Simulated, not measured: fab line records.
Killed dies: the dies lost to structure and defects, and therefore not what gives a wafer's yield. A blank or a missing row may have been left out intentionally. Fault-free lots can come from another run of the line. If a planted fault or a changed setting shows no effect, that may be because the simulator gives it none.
Matching of chambers -- flow nand_harc -- NHARC_A_STAIRCASE_ALD_415 on ald_hk-01 has 4 sister chambers
The step deposits SiO2, target thk 30 nm, pulse time 6 s, ald cycles 300. 8 wafers are shown with their chamber, then 8 later ones without.

WAFERS WITH THEIR CHAMBER
wafer,chamber,heater_power_w (W),precursor_pulse_height_rel
L078.5,3,524,1.022
L079.1,3,542,1.010
L081.1,0,519,1.004
L081.2,1,444,1.016
L083.2,2,461,1.027
L083.4,0,516,0.975
L083.6,1,447,0.963
L088.1,2,449,1.007

WAFERS WITHOUT THEIR CHAMBER
wafer,heater_power_w (W),precursor_pulse_height_rel
L088.4,444,1.021
L088.5,443,0.986
L089.1,539,0.995
L089.3,443,0.993
L089.6,425,1.025
L091.2,440,1.026
L091.3,520,0.997
L091.6,436,0.984

THE CHAMBER EACH PASSED THROUGH
wafer,from the rows above,in truth
L088.4,can't be placed: 1 or 2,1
L088.5,can't be placed: 1 or 2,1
L089.1,can't be placed: 3 or 0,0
L089.3,can't be placed: 1 or 2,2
L089.6,can't be placed: 1 or 2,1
L091.2,can't be placed: 1 or 2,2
L091.3,can't be placed: 0 or 3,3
L091.6,can't be placed: 1 or 2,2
Correct placement for 0 of the 8. These rows do not allow placing 8 (true chamber among the candidates in 8). Placed wrongly: 0.
How it was worked out, from the rows above alone: a wafer's distance from a chamber is the root of the sum, over the readings, of the square of ((its reading less the chamber's mean) divided by the reading's scatter). The wafer belongs to the nearest chamber; if the next one is less than 2 further off, it can't be placed. For every chamber, the mean is computed from those of its wafers that are shown. How the scatter is found: for the shown wafers, subtract from each reading the mean of its chamber, square and add these, divide the total by (wafers less chambers), then take the root.
